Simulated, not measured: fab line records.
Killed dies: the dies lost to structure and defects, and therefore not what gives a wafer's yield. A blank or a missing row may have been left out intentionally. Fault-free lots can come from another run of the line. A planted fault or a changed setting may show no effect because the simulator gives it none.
fab line records	flow nand-harc
[record] lots = 13	wafers = 39	last-day = 33
route steps=1302 shown P_START@1 P_ZERO_WELL@19
lots with no fault: from the same line, run without faults
start-h: hours from the record's opening day to when the first of the lot's shown wafers began	wait-h: hours elapsed since this lot's preceding step	" repeats the value in the row above	L1.1+2: a row that stands for several wafers	- either no value or no given start	* or withheld: withheld	< > ~ a bound
route shown NAME@n: a module of which the file shows steps, and the number in the route of the first	usual: average and standard deviation across the fault-free wafers	same: alike in all rows	chamber/n: place in a boat	sites: the reading at each site	_std_site: standard deviation across them	_edge_site: the outer-site mean with the inner-site mean subtracted	radius-mm: for every site, how far away it sits from the centre of the wafer	mask NAME#n: copy n	behind: the most recent tool/chamber to have shaped the wafer	hold: why the lot was held/for how many hours/how that ended	device: whichever transistor did not switch (one of n, p or np)	end of line: the route-end tests of the same wafers	a step with no rows: only its recipe	killed: dies lost to structure and defects at the first sort, not the wafer's yield	map: the dies of a wafer, with x for killed, . for not killed, _ for no die there
set.NAME: the setting as run; set.NAME@STEP: as run at that earlier step	model.NAME: the simulator's own value behind a step, which no gauge read
one table for each step of the route and one row for each wafer, over a sample of lots
services: from which hour (start-h, from the record's first day; less than 0 if before it) a tool's chamber was out of use, for how many hours, and why
[[steps]]
[step NHARC_P_START_INSPECT_01]
[usual] raw-defect-count = 3.2/1.8
lot.wafer	tool	chamber	start-h	wait-h	raw-defect-count
L338.1	defect-inspect-01	-	20.04	-	5
L338.3	"	-	"	"	8
L338.6	"	-	"	"	2
L339.3	defect-inspect-01	-	30.04	-	4
L339.5	"	-	"	"	3
L339.6	"	-	"	"	1
L340.2	defect-inspect-02	-	40.05	-	1
L340.3	"	-	"	"	2
L340.4	"	-	"	"	3
L343.1	defect-inspect-02	-	70.04	-	1
L343.2	"	-	"	"	5
L343.6	"	-	"	"	6
L344.1	defect-inspect-02	-	80.04	-	2
L344.4	"	-	"	"	5
L344.5	"	-	"	"	4
L346.2	defect-inspect-02	-	100.04	-	3
L346.5	"	-	"	"	0
L346.6	"	-	"	"	6
L347.2	defect-inspect-01	-	110.04	-	1
L347.4	"	-	"	"	6
L347.6	"	-	"	"	2
L348.3	defect-inspect-02	-	120.04	-	3
L348.4	"	-	"	"	4
L348.5	"	-	"	"	4
L349.1	defect-inspect-01	-	130.04	-	3
L349.4	"	-	"	"	1
L349.5	"	-	"	"	4
L350.2	defect-inspect-01	-	140.04	-	5
L350.3	"	-	"	"	3
L350.4	"	-	"	"	2
L359.3	defect-inspect-02	-	230.04	-	4
L359.5	"	-	"	"	3
L359.6	"	-	"	"	8
L360.2	defect-inspect-01	-	240.04	-	3
L360.3	"	-	"	"	4
L360.6	"	-	"	"	1
L361.3	defect-inspect-01	-	250.04	-	5
L361.5	"	-	"	"	3
L361.6	"	-	"	"	3
[step NHARC_P_ZERO_WELL_ETCH_63]
[recipe] target-depth-a = 1200	time-s = 40.1	hbr-flow-sccm = 150	cl2-flow-sccm = 50	rf-w = 400	icp-w = 400	bias-w = 100	chemistry = HBr/Cl2
[usual] drypump-motor-current-A = 5.9/0.36	oes-product-au = 1.001/0.0078	throttle-valve-pct = 26.406/0.0092
lot.wafer	tool	chamber	start-h	wait-h	drypump-motor-current-A	oes-product-au	rf-hours-counter-h	throttle-valve-pct
L338.3	rie-si-04	2	21.67	-	5.7	1.017	0.18	26.391
L338.1	"	3	"	"	6.0	0.997	0.22	26.419
L338.6	"	3	"	"	6.0	0.994	-	26.393
L339.3	rie-si-04	1	31.95	-	6.0	1.010	0.15	26.388
L339.5	"	2	"	"	5.7	1.006	-	26.410
L339.6	"	3	"	"	6.0	1.008	-	26.410
L340.4	rie-si-06	2	41.68	-	6.0	1.012	0.76	26.397
L340.2	"	3	"	"	6.4	1.011	0.76	26.404
L340.3	"	0	"	"	5.8	1.002	0.69	26.398
L343.1	rie-si-04	0	71.67	-	5.8	0.997	0.38	26.405
L343.2	"	1	"	"	5.9	1.006	0.33	26.400
L343.6	"	2	"	"	5.7	1.002	-	26.411
L344.4	rie-si-06	0	82.52	-	5.8	1.006	0.00	26.407
L344.1	"	1	"	"	6.7	0.985	0.00	26.408
L344.5	"	3	"	"	6.3	1.013	-	26.398
L346.2	rie-si-06	1	101.75	-	6.6	0.998	0.17	26.417
L346.6	"	0	"	"	5.8	0.995	-	26.407
L346.5	"	1	"	"	6.6	0.990	-	26.402
L347.2	rie-si-06	1	111.70	-	6.6	0.997	0.22	26.407
L347.4	"	3	"	"	6.4	1.015	0.15	26.387
L347.6	"	1	"	"	6.7	0.999	-	26.405
L348.3	rie-si-02	0	121.73	-	5.4	0.985	0.04	26.405
L348.4	"	1	"	"	5.9	0.987	0.03	26.401
L348.5	"	1	"	"	5.9	0.995	-	26.406
L349.1	rie-si-04	3	131.75	-	6.0	0.995	0.93	26.407
L349.4	"	2	"	"	5.7	1.001	0.87	26.410
L349.5	"	3	"	"	6.0	0.994	-	26.406
L350.4	rie-si-04	0	142.55	-	5.9	0.986	0.79	26.416
L350.2	"	1	"	"	5.9	1.009	0.68	26.409
L350.3	"	3	"	"	6.0	0.997	0.98	26.410
L359.3	rie-si-04	1	231.80	-	5.9	0.997	0.33	26.389
L359.6	"	3	"	"	6.0	1.005	-	26.406
L359.5	"	0	"	"	5.8	1.014	-	26.394
L360.2	rie-si-04	2	241.68	-	5.7	1.013	0.39	26.405
L360.3	"	1	"	"	6.0	1.002	0.36	26.409
L360.6	"	3	"	"	6.0	1.010	-	26.398
L361.3	rie-si-04	0	251.63	-	5.8	0.998	0.48	26.406
L361.6	"	2	"	"	5.7	1.004	-	26.402
L361.5	"	3	"	"	6.0	1.007	-	26.406
[step NHARC_P_ZERO_WELL_EXPOSE_34]
[recipe] na = 0.6	target-cd-nm = 720	dose-mj = 22.31	mask-id = P_PWELL
lot.wafer	tool	chamber	start-h	wait-h	mask
L338.1+3+6	krf-scanner-02	0	23.96	-	P_PWELL#0
L339.3+5+6	krf-scanner-04	0	34.19	-	P_PWELL#0
L340.2+3+4	krf-scanner-03	0	44.11	-	P_PWELL#0
L343.1+2+6	krf-scanner-04	0	74.09	-	P_PWELL#0
L344.1+4+5	krf-scanner-03	0	84.91	-	P_PWELL#0
L346.2+5+6	krf-scanner-03	0	104.11	-	P_PWELL#0
L347.2+4+6	krf-scanner-02	0	114.14	-	P_PWELL#0
L348.3+4+5	krf-scanner-04	0	124.02	-	P_PWELL#0
L349.1+4+5	krf-scanner-04	0	134.04	-	P_PWELL_R1#0
L350.2+3+4	krf-scanner-03	0	144.97	-	P_PWELL#0
L359.3+5+6	krf-scanner-03	0	234.29	-	P_PWELL#0
L360.2+3+6	krf-scanner-02	0	244.00	-	P_PWELL#0
L361.3+5+6	krf-scanner-03	0	254.06	-	P_PWELL#0
[step NHARC_P_ZERO_WELL_CD_MEAS_37]
[recipe] target-cd-nm = 720	landing-energy-ev = 500
[usual] cd-nm = 719.7/1.4
lot.wafer	tool	chamber	start-h	wait-h	cd-nm
L338.1	cd-sem-01	0	24.12	-	719.3
L338.3	"	0	"	"	720.2
L338.6	"	0	"	"	718.5
L339.3	cd-sem-03	0	34.35	-	719.0
L339.5	"	0	"	"	719.2
L339.6	"	0	"	"	720.3
L340.2	cd-sem-02	0	44.26	-	718.9
L340.3	"	0	"	"	719.7
L340.4	"	0	"	"	718.8
L343.1	cd-sem-01	0	74.24	-	720.9
L343.2	"	0	"	"	719.0
L343.6	"	0	"	"	719.9
L344.1	cd-sem-03	0	85.07	-	718.7
L344.4	"	0	"	"	718.8
L344.5	"	0	"	"	718.5
L346.2	cd-sem-03	0	104.26	-	719.7
L346.5	"	0	"	"	720.4
L346.6	"	0	"	"	718.2
L347.2	cd-sem-02	0	114.29	-	718.8
L347.4	"	0	"	"	719.4
L347.6	"	0	"	"	721.1
L348.3	cd-sem-01	0	124.17	-	720.4
L348.4	"	0	"	"	719.3
L348.5	"	0	"	"	721.4
L349.1	cd-sem-01	0	134.20	-	675.4
L349.4	"	0	"	"	676.5
L349.5	"	0	"	"	675.7
L350.2	cd-sem-03	0	145.13	-	722.3
L350.3	"	0	"	"	722.0
L350.4	"	0	"	"	721.0
L359.3	cd-sem-03	0	234.44	-	719.6
L359.5	"	0	"	"	719.5
L359.6	"	0	"	"	719.6
L360.2	cd-sem-01	0	244.16	-	717.7
L360.3	"	0	"	"	717.6
L360.6	"	0	"	"	717.8
L361.3	cd-sem-02	0	254.22	-	722.0
L361.5	"	0	"	"	722.1
L361.6	"	0	"	"	719.6
[step NHARC_P_ZERO_WELL_INSPECT_43]
[usual] raw-defect-count = 13/5.4
lot.wafer	tool	chamber	start-h	wait-h	raw-defect-count
L338.1	defect-inspect-01	-	27.44	0.6	15
L338.3	"	-	"	"	15
L338.6	"	-	"	"	18
L339.3	defect-inspect-02	-	37.67	0.4	15
L339.5	"	-	"	"	15
L339.6	"	-	"	"	10
L340.2	defect-inspect-02	-	47.72	0.5	10
L340.3	"	-	"	"	11
L340.4	"	-	"	"	14
L343.1	defect-inspect-02	-	77.88	0.6	14
L343.2	"	-	"	"	5
L343.6	"	-	"	"	22
L344.1	defect-inspect-02	-	88.55	0.6	12
L344.4	"	-	"	"	25
L344.5	"	-	"	"	17
L346.2	defect-inspect-02	-	107.89	0.5	10
L346.5	"	-	"	"	13
L346.6	"	-	"	"	14
L347.2	defect-inspect-01	-	117.69	0.5	8
L347.4	"	-	"	"	12
L347.6	"	-	"	"	2
L348.3	defect-inspect-02	-	127.62	0.4	18
L348.4	"	-	"	"	20
L348.5	"	-	"	"	22
L349.1	defect-inspect-02	-	137.63	0.6	15
L349.4	"	-	"	"	10
L349.5	"	-	"	"	15
L350.2	defect-inspect-01	-	148.64	0.5	8
L350.3	"	-	"	"	7
L350.4	"	-	"	"	21
L359.3	defect-inspect-02	-	237.94	0.4	9
L359.5	"	-	"	"	13
L359.6	"	-	"	"	18
L360.2	defect-inspect-02	-	247.75	0.5	9
L360.3	"	-	"	"	17
L360.6	"	-	"	"	16
L361.3	defect-inspect-02	-	257.63	0.4	9
L361.5	"	-	"	"	13
L361.6	"	-	"	"	10
[[services]]
tool	chamber	start-h	hours	kind
krf-scanner-04	-	10.00	4.0	pm
rie-si-06	0	30.35	9.4	repair
krf-scanner-04	-	42.17	2.7	repair
krf-scanner-03	-	52.00	4.0	pm
rie-si-02	1	71.38	7.0	repair
rie-si-06	-	72.00	9.0	pm
krf-scanner-04	-	78.00	20.9	repair
rie-si-04	1	79.93	4.0	repair
krf-scanner-02	-	94.00	4.0	pm
rie-si-02	-	100.00	9.0	pm
rie-si-04	0	122.11	7.7	repair
rie-si-04	2	123.51	3.2	repair
rie-si-06	1	148.34	28.3	repair
rie-si-06	3	163.72	2.4	repair
rie-si-04	-	165.00	9.0	pm
krf-scanner-04	-	182.00	4.0	pm
rie-si-06	3	183.26	7.6	repair
krf-scanner-04	-	198.34	0.3	repair
krf-scanner-03	-	214.60	0.7	repair
krf-scanner-03	-	224.00	4.0	pm
rie-si-04	-	228.41	1.5	repair
rie-si-06	0	231.36	45.5	repair
rie-si-06	1	239.42	4.0	repair
rie-si-06	-	249.00	9.0	pm
[[key]]
[first-sign] step = NHARC_P_ZERO_WELL_EXPOSE_34	reading = mask	direction = changed
[effect] step = NHARC_P_ZERO_WELL_CD_MEAS_37	reading = cd-nm	direction = down	sigmas = 32	usual = 719.7	struck = 675.9
met-at NHARC_P_ZERO_WELL_EXPOSE_34
struck-lots L349
tester-left-out L349
not-acting-at NHARC_P_START_INSPECT_01,NHARC_P_ZERO_WELL_ETCH_63,NHARC_P_ZERO_WELL_INSPECT_43
onset-between 124.02 134.04
[fault] kind = wrong-mask	tool = any	chamber = -	onset-h = 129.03	steps = NHARC_P_ZERO_WELL_EXPOSE_34	aux-copy = P_PWELL_R1#0	cd-offset-nm = -44.22	scope = struck-lots-only
// tester-left-out: of these lots the tester's yield and bins aren't shown, on N5 and GAA mostly nor the transistor test; their killed dies are dies lost to structure and defects alone, not to doping, threshold or leakage, so they don't give the yield
